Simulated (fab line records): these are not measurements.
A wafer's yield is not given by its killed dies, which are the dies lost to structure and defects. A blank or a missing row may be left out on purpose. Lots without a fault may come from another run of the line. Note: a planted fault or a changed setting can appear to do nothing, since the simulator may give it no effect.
8D (eight disciplines) problem report, filled in by code	flow nand harc	the parts of the form that need people (team, actions taken, sign-off) are left out

## 1. THE ISSUE
Wafers without a fault read 200.7 W, standard deviation 1.3; heater power total W at NHARC_P_STI_SOFTBAKE_04 reads a mean of 251.0 W on 3 wafers belonging to 2 lots. That is +39 standard deviations from the usual mean.
The step: time 70 s.
The first sign was on wafer L953.5 at day 6 13:00, on litho track-02. The record holds 42 wafers of 14 lots with a number at this step. By rule, "out" or "out of limits" means more than 4 standard deviations away from the usual mean. All remaining wafers that have a number are taken as sound.

## 2. WHAT IT IS; WHAT IT IS NOT
question	is	is not
which readings at this step	heater power total W	-
which lots	L953, L954	L944, L945, L948, L949, L950, L951, L955, L962, L964, L965, L966, L967
which wafers of those lots	L953.5, L954.3, L954.5	L953.1, L953.6, L954.2
read on which tools	litho track-02	litho track-03, litho track-07
when	from day 6 13:00	up to then (20 sound wafers); but 19 sound wafers of L954, L955, L962, L964, L965, L966, L967 came after

## 3. THE SUSPECTS, EACH WITH WHAT RULES IT OUT
Counting: a tool at a process step up to the reading stays a suspect if it ran every lot that is out. Sound lots after the first of them don't rule it out here, since some wafers of a struck lot are sound.
- litho track-02 at NHARC_P_STI_SOFTBAKE_04 (time 70 s): kept. It processed each lot that is out (first: L953, day 6 13:00); up to then, its last sound lot is L950 (day 5 09:00). Out on those wafers are its own readings of heater power total W.
Remaining after the count: litho track-02 at NHARC_P_STI_SOFTBAKE_04.

## 4. THE CAUSE (what the simulator had put in)
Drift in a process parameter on litho track-02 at NHARC_P_STI_SOFTBAKE_04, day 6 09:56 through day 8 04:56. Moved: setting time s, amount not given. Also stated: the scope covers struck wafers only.
The count eliminated every tool but this one.

## 5. THE CHAIN OF EFFECTS, in route order
Each row: a reading where the mean over the struck wafers with a number is more than 3 standard deviations away from the usual. Only readings for which the record gives a usual standard deviation are gone through. hours: the time from each lot's start at the first step in this table that gives one to its start at this step, as a median over the lots. sigmas: the change in usual standard deviations.
hours	step	reading	usual	on struck wafers	change	sigmas
0	NHARC_P_STI_SOFTBAKE_04	heater power total W	200.7 W	251.0	+50.3	+39
Process steps it contains:
- NHARC_P_STI_SOFTBAKE_04: time 70 s.
Later measuring or inspecting steps at which every struck wafer that the step has a row for has a number for every such reading, and none has moved that far: NHARC_P_STI_CD_MEAS_09, NHARC_P_STI_OVL_MEAS_10.

## 6. WHAT WOULD HAVE CAUGHT IT SOONER
3 hours passed between the start of the fault at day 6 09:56 and the first reading out of limits in this record, taken at day 6 13:00.
